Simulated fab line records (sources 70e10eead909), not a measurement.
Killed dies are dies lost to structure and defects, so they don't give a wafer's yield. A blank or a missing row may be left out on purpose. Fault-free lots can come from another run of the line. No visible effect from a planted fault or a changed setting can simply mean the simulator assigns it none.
A struck lot beside a sound one -- flow nand-harc -- 37 out of 1302 route steps
Sound: wafers L696.2, L696.3, L696.6. Wafers L709.2, L709.4, L709.6 were the ones struck. The cause is named last.
Order at every step that has rows: each side's tool, ch and its chambers, its first start. Under that, the readings that differ: sound wafers -- struck wafers -- difference of the means -- sigmas: that difference in standard deviations of wafers without a fault.
alike: a reading whose means differ by less than 2 such deviations, as well as words and numbers matching on both sides. not compared: withheld readings; readings where some wafer has no value; bounds like >300 that might hide an equal value; numbers whose values overlap and for which the record gives no deviation.
A row with sigmas, a row that says differs or no value, or rows on one side alone: a step with any of these is where the two part. Non-overlapping numbers with no deviation appear without sigmas and do not part them. Lack of a reading on every wafer of one side parts them only where that side has two or more wafers.

first, 3 steps without rows for these wafers: NHARC_A_STAIRCASE_ALD_415 (deposits SiO2, target thk 30 nm, pulse time 6 s, ald cycles 300); NHARC_A_STAIRCASE_ETCHBACK_416 (etches the open film in C4F8/O2/Ar, target depth 36 nm, time 7.2 s); NHARC_A_STAIRCASE_STRIP_476 (strips in O2, time 20 s).
NHARC_A_STAIRCASE_DEP_417: deposits Si3N4, target thk 60 nm.
  sound on pecvd-04 ch 0,2, day 17 23:28; struck on pecvd-01 ch 0,1, day 24 12:24
  alike: heater-power-w, susceptor-temp-C
then, 5 steps without rows for these wafers: NHARC_A_STAIRCASE_WET_418 (chemistry H3PO4, target depth 20 nm); NHARC_A_STAIRCASE_PRECLEAN_419 (cleans in SC1); NHARC_A_STAIRCASE_SRD_421; NHARC_A_STAIRCASE_ALD_420 (deposits SiO2, target thk 20 nm, pulse time 6 s, ald cycles 200); NHARC_A_STAIRCASE_CVD_552 (deposits SiNx, target thk 40 nm).
NHARC_A_STAIRCASE_DEP_151: deposits SiO2, target thk 7200 nm.
  sound on pecvd-01 ch 0,1, day 18 12:17; struck on pecvd-01 ch 0,1,2, day 24 23:16
  alike: heater-power-w, susceptor-temp-C
then, 1 step without rows for these wafers: NHARC_A_STAIRCASE_ANNEAL_320 (time 1800 s).
NHARC_A_STAIRCASE_DEP_322: deposits SiO2, target thk 7200 nm.
  sound on pecvd-02 ch 0,2, day 18 23:32; struck on pecvd-04 ch 0,2, day 25 04:22
  alike: heater-power-w, susceptor-temp-C
then, 12 steps without rows for these wafers: NHARC_A_STAIRCASE_ANNEAL_323 (time 1800 s); NHARC_A_STAIRCASE_DEP_325 (deposits SiO2, target thk 7200 nm); NHARC_A_STAIRCASE_ANNEAL_326 (time 1800 s); NHARC_A_STAIRCASE_DEHYDRATE_433 (time 120 s); NHARC_A_STAIRCASE_HMDS_434 (time 30 s); NHARC_A_STAIRCASE_COAT_435; NHARC_A_STAIRCASE_SOFTBAKE_436 (time 170 s); NHARC_A_STAIRCASE_EBR_437; NHARC_A_STAIRCASE_EXPOSE_438 (exposes mask STAIR REV); NHARC_A_STAIRCASE_PEB_439 (peb time 130 s); NHARC_A_STAIRCASE_DEVELOP_440 (time 140 s); NHARC_A_STAIRCASE_HARDBAKE_442 (time 140 s).
NHARC_A_STAIRCASE_DESCUM_443: chemistry O2, time 3 s.
  sound on rie-diel-13 ch 0,1, day 19 17:35; struck on rie-diel-13 ch 0,1, day 26 03:55
  alike: drypump-motor-current-A, mfc-ar-sccm, oes-product-au, rf-vpp-V, showerhead-plenum-p-Torr, throttle-valve-pct
  not compared: rf-hours-counter-h
then, 5 steps without rows for these wafers: NHARC_A_STAIRCASE_ETCH_444 (etches the open film in C4F8/O2, target depth 20400 nm, time 6800 s); NHARC_A_STAIRCASE_STRIP_446 (strips in O2); NHARC_A_STAIRCASE_STRIP_447 (strips in SPM, time 900 s); NHARC_A_STAIRCASE_PRECLEAN_448 (cleans in SC1); NHARC_A_STAIRCASE_SRD_449.
NHARC_A_STAIRCASE_CMP_450: polishes SiO2, target thk 200 nm.
  sound on cmp-01 ch 0,3, day 19 22:53; struck on cmp-03 ch 1,2, day 26 09:12
  alike: motor-current-A
then, 3 steps without rows for these wafers: NHARC_A_STAIRCASE_CMP_152 (polishes); NHARC_A_STAIRCASE_SRD_154; NHARC_A_STAIRCASE_ETCH_403 (etches SiO2 in dHF, target depth 108.2 nm).
NHARC_A_STAIRCASE_ETCHBACK_422: etches the open film in CH3F/O2, target depth 40 nm, time 74.286 s.
  sound on rie-diel-13 ch 1,2,3, day 19 23:25; struck on rie-diel-11 ch 2,3, day 26 09:46
  alike: drypump-motor-current-A, mfc-ar-sccm, oes-product-au, rf-vpp-V, showerhead-plenum-p-Torr, throttle-valve-pct
  not compared: rf-hours-counter-h
then, 1 step without rows for these wafers: NHARC_A_STAIRCASE_ETCH_423 (etches SiO2 in dHF, target depth 30 nm).
-- the record jumps here: 5 days lie between the struck wafers' starts before and after (it left off in module A_STAIRCASE and takes up again in module END, whose first step shown is number 1302 of the route) --
NHARC_END_SORT_01:
  at this point the record logs the struck wafers (prober-01 ch 0, day 31 14:13) and has no rows for the sound ones

## WHERE THEY PART
Only at NHARC_END_SORT_01, as far as this record shows.

WHY: whatever the simulator had introduced
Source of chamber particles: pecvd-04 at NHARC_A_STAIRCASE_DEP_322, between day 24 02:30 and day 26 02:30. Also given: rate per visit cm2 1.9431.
